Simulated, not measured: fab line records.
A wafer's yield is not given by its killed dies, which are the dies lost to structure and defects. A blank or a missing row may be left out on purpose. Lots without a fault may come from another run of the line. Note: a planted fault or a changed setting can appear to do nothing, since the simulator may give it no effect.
Lot-split experiment / flow n5_finfet / on a route of 1938 steps: 7 lots, 21 wafers read

## ABOUT THE SPLIT
At N5_BEOL_M4_DESCUM_16 (chemistry O2, time 7 s), the setting time_s was moved away from the recipe's 7 s on 10 of the 21 wafers read, by -20.3% to +18.0%. This setting was run at the recipe's value on the other wafers.

Reading taken at the split's own step.

## THE READING
CAR-EUV_of_BEOL_M4_COAT_05.thk_nm (the simulator's own value, which no gauge read), in nm, at N5_BEOL_M4_DESCUM_16 (chemistry O2, time 7 s). No usual value for it is given in the file. Here, 11 wafers ran the recipe; their average is 26.1 nm with a standard deviation of 0.12 nm.

wafer=L074.1; tool, chamber at the split=rie_diel-04, 1,3; time_s as run, s=5.896; against the recipe=-15.8%; CAR-EUV_of_BEOL_M4_COAT_05.thk_nm, nm=26.6; against lot-mates on the recipe=no lot-mate on the recipe
wafer=L074.6; tool, chamber at the split=rie_diel-04, 1,3; time_s as run, s=5.896; against the recipe=-15.8%; CAR-EUV_of_BEOL_M4_COAT_05.thk_nm, nm=26.6; against lot-mates on the recipe=no lot-mate on the recipe
wafer=L074.5; tool, chamber at the split=rie_diel-04, 2; time_s as run, s=5.896; against the recipe=-15.8%; CAR-EUV_of_BEOL_M4_COAT_05.thk_nm, nm=26.8; against lot-mates on the recipe=no lot-mate on the recipe
wafer=L077.1; tool, chamber at the split=rie_diel-05, 0; time_s as run, s=7; against the recipe=recipe; CAR-EUV_of_BEOL_M4_COAT_05.thk_nm, nm=26.4; against lot-mates on the recipe=-
wafer=L077.2; tool, chamber at the split=rie_diel-05, 3; time_s as run, s=7; against the recipe=recipe; CAR-EUV_of_BEOL_M4_COAT_05.thk_nm, nm=26.2; against lot-mates on the recipe=-
wafer=L077.3; tool, chamber at the split=rie_diel-05, 2; time_s as run, s=8.262; against the recipe=+18.0%; CAR-EUV_of_BEOL_M4_COAT_05.thk_nm, nm=25.6; against lot-mates on the recipe=-0.7
wafer=L082.1; tool, chamber at the split=rie_diel-05, 3,2,1; time_s as run, s=7; against the recipe=recipe; CAR-EUV_of_BEOL_M4_COAT_05.thk_nm, nm=26.2; against lot-mates on the recipe=-
wafer=L082.4; tool, chamber at the split=rie_diel-05, 3,2,1; time_s as run, s=7; against the recipe=recipe; CAR-EUV_of_BEOL_M4_COAT_05.thk_nm, nm=26.2; against lot-mates on the recipe=-
wafer=L082.5; tool, chamber at the split=rie_diel-05, 3,2,1; time_s as run, s=7; against the recipe=recipe; CAR-EUV_of_BEOL_M4_COAT_05.thk_nm, nm=26.2; against lot-mates on the recipe=-
wafer=L083.3; tool, chamber at the split=rie_diel-04, 0; time_s as run, s=5.577; against the recipe=-20.3%; CAR-EUV_of_BEOL_M4_COAT_05.thk_nm, nm=26.8; against lot-mates on the recipe=+0.8
wafer=L083.4; tool, chamber at the split=rie_diel-04, 3,2; time_s as run, s=7; against the recipe=recipe; CAR-EUV_of_BEOL_M4_COAT_05.thk_nm, nm=26; against lot-mates on the recipe=-
wafer=L083.6; tool, chamber at the split=rie_diel-04, 3,2; time_s as run, s=7; against the recipe=recipe; CAR-EUV_of_BEOL_M4_COAT_05.thk_nm, nm=26; against lot-mates on the recipe=-
wafer=L091.1; tool, chamber at the split=rie_diel-05, 3; time_s as run, s=5.838; against the recipe=-16.6%; CAR-EUV_of_BEOL_M4_COAT_05.thk_nm, nm=26.6; against lot-mates on the recipe=+0.6
wafer=L091.2; tool, chamber at the split=rie_diel-05, 0; time_s as run, s=5.838; against the recipe=-16.6%; CAR-EUV_of_BEOL_M4_COAT_05.thk_nm, nm=26.8; against lot-mates on the recipe=+0.8
wafer=L091.4; tool, chamber at the split=rie_diel-05, 2; time_s as run, s=7; against the recipe=recipe; CAR-EUV_of_BEOL_M4_COAT_05.thk_nm, nm=26; against lot-mates on the recipe=-
wafer=L092.2; tool, chamber at the split=rie_diel-01, 2; time_s as run, s=7.927; against the recipe=+13.2%; CAR-EUV_of_BEOL_M4_COAT_05.thk_nm, nm=25.8; against lot-mates on the recipe=-0.4
wafer=L092.5; tool, chamber at the split=rie_diel-01, 3,0; time_s as run, s=7; against the recipe=recipe; CAR-EUV_of_BEOL_M4_COAT_05.thk_nm, nm=26.2; against lot-mates on the recipe=-
wafer=L092.6; tool, chamber at the split=rie_diel-01, 3,0; time_s as run, s=7; against the recipe=recipe; CAR-EUV_of_BEOL_M4_COAT_05.thk_nm, nm=26.2; against lot-mates on the recipe=-
wafer=L094.1; tool, chamber at the split=rie_diel-01, 2; time_s as run, s=7; against the recipe=recipe; CAR-EUV_of_BEOL_M4_COAT_05.thk_nm, nm=26; against lot-mates on the recipe=-
wafer=L094.3; tool, chamber at the split=rie_diel-01, 1; time_s as run, s=5.624; against the recipe=-19.7%; CAR-EUV_of_BEOL_M4_COAT_05.thk_nm, nm=26.8; against lot-mates on the recipe=+0.8
wafer=L094.5; tool, chamber at the split=rie_diel-01, 1; time_s as run, s=5.624; against the recipe=-19.7%; CAR-EUV_of_BEOL_M4_COAT_05.thk_nm, nm=26.8; against lot-mates on the recipe=+0.8
If several chambers appear in one row, that row covers several wafers at once and the file leaves open which wafer was in which chamber.

THE FIT
A straight line over all 21 wafers: CAR-EUV_of_BEOL_M4_COAT_05.thk_nm changes by -0.0319 nm for each +1% of time_s; r = -0.96; the points scatter about the line by 0.11 nm.
The same after taking each lot's own level away (the mean of its wafers on the recipe; 18 wafers): -0.0393 nm for each +1%; r = -0.99; scatter 0.059 nm.
According to that fit, moving time_s by its largest amount changes the reading by 0.8 nm.
Measured against the standard deviation above, the lots' own levels, which go from 26.00 to 26.30 nm, span 2.4 times it.
In other words, the slope is changed by the lot-to-lot level; the two fits disagree.
Check: with one of the wafers moved furthest among these (-20.3%) left out of the fit, the line predicts +0.818 nm for it against its lot-mates. It came out at +0.8 nm against them.

## ADDITIONAL SPLITS CARRIED BY THESE WAFERS
Other splits were also applied to these wafers ahead of the reading. Each is held against what the fit with the lots' levels taken away leaves over:
other split on the same wafers=N5_BEOL_M2_COAT_05 spin_rpm; wafers away from the commonest value=6; r with CAR-EUV_of_BEOL_M4_COAT_05.thk_nm (lot level and that fit taken away)=+0.23
other split on the same wafers=N5_BEOL_M2_DEP_57 time_s; wafers away from the commonest value=4; r with CAR-EUV_of_BEOL_M4_COAT_05.thk_nm (lot level and that fit taken away)=-0.38
other split on the same wafers=N5_BEOL_M3_ILD_DEP_00 time_s; wafers away from the commonest value=6; r with CAR-EUV_of_BEOL_M4_COAT_05.thk_nm (lot level and that fit taken away)=+0.15
other split on the same wafers=N5_BEOL_M3_TRENCH_ETCH_37 bias_w; wafers away from the commonest value=9; r with CAR-EUV_of_BEOL_M4_COAT_05.thk_nm (lot level and that fit taken away)=+0.08

## FILE'S OWN FIT
CAR-EUV_of_BEOL_M4_COAT_05.thk_nm changes by -0.039 nm for each +1% of time_s, r = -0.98.
